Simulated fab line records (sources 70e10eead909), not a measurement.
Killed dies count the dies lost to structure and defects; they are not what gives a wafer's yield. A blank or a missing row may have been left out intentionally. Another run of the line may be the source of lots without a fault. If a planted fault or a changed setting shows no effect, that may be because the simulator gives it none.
Matching of chambers :: flow nandHarc :: 4 sister chambers for NHARC_A_STAIRCASE_TRIM_187 on rieDiel-07
The step chemistry O2, time 211.2 s. 4 wafers are shown with their chamber, then 7 later ones without.

## WAFERS WITH THEIR CHAMBER
wafer: L084.1
chamber: 1
showerheadPlenumPTorr (Torr): 3.45

wafer: L084.3
chamber: 0
showerheadPlenumPTorr (Torr): 3.71

wafer: L087.1
chamber: 3
showerheadPlenumPTorr (Torr): 3.39

wafer: L087.3
chamber: 2
showerheadPlenumPTorr (Torr): 3.48

## WAFERS WHOSE CHAMBER IS MISSING
wafer: L087.6
showerheadPlenumPTorr (Torr): 3.39

wafer: L087.2
showerheadPlenumPTorr (Torr): 3.71

wafer: L087.4
showerheadPlenumPTorr (Torr): 3.44

wafer: L087.5
showerheadPlenumPTorr (Torr): 3.71

wafer: L097.2
showerheadPlenumPTorr (Torr): 3.43

wafer: L097.3
showerheadPlenumPTorr (Torr): 3.46

wafer: L097.5
showerheadPlenumPTorr (Torr): 3.46

## THE CHAMBER EACH PASSED THROUGH
wafer: L087.6
from the rows above: 3
in truth: 3

wafer: L087.2
from the rows above: 0
in truth: 0

wafer: L087.4
from the rows above: 1
in truth: 1

wafer: L087.5
from the rows above: 0
in truth: 0

wafer: L097.2
from the rows above: 1
in truth: 1

wafer: L097.3
from the rows above: can't be placed: 1 or 2
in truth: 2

wafer: L097.5
from the rows above: can't be placed: 1 or 2
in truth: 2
5 of 7 placed correctly. From these rows, 2 cannot be placed; in 2 the true chamber is one of the candidates. Number placed wrongly: 0.
How it was worked out, from the rows above alone: a wafer's distance from a chamber is the root of the sum, over the readings, of the square of ((its reading less the chamber's mean) divided by the reading's scatter). If the next closest chamber is less than 2 further off than the closest, the wafer can't be placed; otherwise it belongs to the closest. Each chamber's mean is taken over the wafers shown for it. The scatter: root of mean squared gap, hidden wafer to nearest shown wafer, with one shown wafer a chamber.
